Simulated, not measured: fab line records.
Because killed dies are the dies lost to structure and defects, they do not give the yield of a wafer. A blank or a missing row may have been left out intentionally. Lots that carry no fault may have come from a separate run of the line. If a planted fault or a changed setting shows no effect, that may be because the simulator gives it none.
Split-lot study | flow n5_finfet | route with 1938 steps; 7 lots, 21 wafers read

## ABOUT THE SPLIT
At N5_BEOL_M15_TRENCH_ETCH_34 (etches SiO2 in C4F8/O2/Ar, target depth 872.93 nm, time 199 s), the setting time_s was moved away from the recipe's 199 s on 5 of the 21 wafers read, by +6.4% to +13.2%. The other wafers ran this setting at the recipe's value.

## FROM THE SPLIT TO THE READING: what the file shows between them, 6 steps
- N5_BEOL_M15_SPUTTER_45: material Cu, target thk 100 nm, time 16.67 s (also split here: power_w)
- N5_BEOL_M15_ECD_47: material Cu, target thk 1860 nm
- N5_BEOL_M15_ANNEAL_48: time 90 s
- N5_BEOL_M15_CMP_49: polishes, stops on SiO2, t overpolish 4.9 s, target thk 850 nm
- N5_BEOL_M15_PRE_CLEAN_52: time 15 s
- N5_BEOL_M15_DEP_53: deposits SiCN from 3MS/NH3, target thk 50 nm, time 17.8 s

## THE READING
Measured at N5_BEOL_M15_RS_MEAS_54 by four-point probe: M15_RS, in ohm/sq. Typical for fault-free wafers on this fab line: 0.0216 ohm/sq, with standard deviation 0.00041 ohm/sq.

wafer  | tool, chamber at the split | time_s as run, s | against the recipe | M15_RS, ohm/sq | against lot-mates on the recipe
L074.2 | rie_diel-03, 3             | 199              | recipe             | 0.0222         | -
L074.4 | rie_diel-03, 2             | 211.8            | +6.4%              | 0.0205         | -0.0017
L074.5 | rie_diel-03, 2             | 211.8            | +6.4%              | 0.0202         | -0.0020
L079.1 | rie_diel-04, 0             | 212.6            | +6.8%              | 0.0203         | -0.0018
L079.2 | rie_diel-04, 2             | 199              | recipe             | 0.0221         | -
L079.5 | rie_diel-04, 3             | 212.6            | +6.8%              | 0.0202         | -0.0019
L084.4 | rie_diel-04, 3             | 199              | recipe             | 0.0221         | -
L084.5 | rie_diel-04, 2             | 199              | recipe             | 0.0218         | -
L084.6 | rie_diel-04, 1             | 199              | recipe             | 0.0213         | -
L086.4 | rie_diel-04, 3             | 199              | recipe             | 0.0216         | -
L086.5 | rie_diel-04, 1             | 199              | recipe             | 0.0208         | -
L086.6 | rie_diel-04, 2             | 199              | recipe             | 0.0211         | -
L093.1 | rie_diel-04, 3             | 199              | recipe             | 0.0217         | -
L093.4 | rie_diel-04, 1             | 199              | recipe             | 0.0210         | -
L093.5 | rie_diel-04, 1             | 199              | recipe             | 0.0209         | -
L089.3 | rie_diel-04, 0             | 199              | recipe             | 0.0212         | -
L089.4 | rie_diel-04, 2             | 225.3            | +13.2%             | 0.0187         | -0.0022
L089.6 | rie_diel-04, 1             | 199              | recipe             | 0.0207         | -
L096.1 | rie_diel-03, 1             | 199              | recipe             | 0.0217         | -
L096.2 | rie_diel-03, 3             | 199              | recipe             | 0.0208         | -
L096.6 | rie_diel-03, 0             | 199              | recipe             | 0.0220         | -

FIT RESULTS
A straight line over all 21 wafers: M15_RS changes by -0.000191 ohm/sq for each +1% of time_s; r = -0.84; the points scatter about the line by 0.00047 ohm/sq.
The same after taking each lot's own level away (the mean of its wafers on the recipe; 21 wafers): -0.00022 ohm/sq for each +1%; r = -0.90; scatter 0.0004 ohm/sq.
The reading moves by 0.0029 ohm/sq for the largest change in time_s, on that fit.
Across the lots, their own levels run from 0.02095 to 0.02220 ohm/sq, a range of 3.0 times the standard deviation given above.
Hence the slope depends on the lot-to-lot level, as the two fits are not the same.
Check: with one of the wafers moved furthest among these (+13.2%) left out of the fit, the line predicts -0.00368 ohm/sq for it against its lot-mates. It came out at -0.00225 ohm/sq against them.

## THE OTHER SPLITS THESE WAFERS WENT THROUGH
Before the reading, these wafers also passed through other splits. Each is held against what the fit with the lots' levels taken away leaves over:
other split on the same wafers    | wafers away from the commonest value | r with M15_RS (lot level and that fit taken away)
N5_BEOL_M14_PEB_08 peb_temp_c     | 5                                    | +0.00
N5_BEOL_M14_TRENCH_ETCH_34 time_s | 7                                    | +0.05
N5_BEOL_M15_SPUTTER_45 power_w    | 8                                    | -0.26

## THE WHOLE CHAIN: every reading that the file lists as answering this split, in the file's order
step                       | what it does                                                   | reading                                                                       | change (the file's fit)               | r (the file's)
N5_BEOL_M15_TRENCH_ETCH_34 | etches SiO2 in C4F8/O2/Ar, target depth 872.93 nm, time 199 s  | etch.depth_nm (the simulator's own value, which no gauge read)                | +9.13 nm for each +1% of the setting  | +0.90
N5_BEOL_M15_CMP_49         | polishes, stops on SiO2, t overpolish 4.9 s, target thk 850 nm | Cu_of_BEOL_M15_ECD_47.thk_nm (the simulator's own value, which no gauge read) | +8.18 nm for each +1% of the setting  | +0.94
N5_BEOL_M15_RS_MEAS_54     | measures by four-point-probe                                   | M15_RS                                                                        | -0.000208 for each +1% of the setting | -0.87

## FILE'S OWN FIT
M15_RS changes by -0.000208 ohm/sq for each +1% of time_s, r = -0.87.
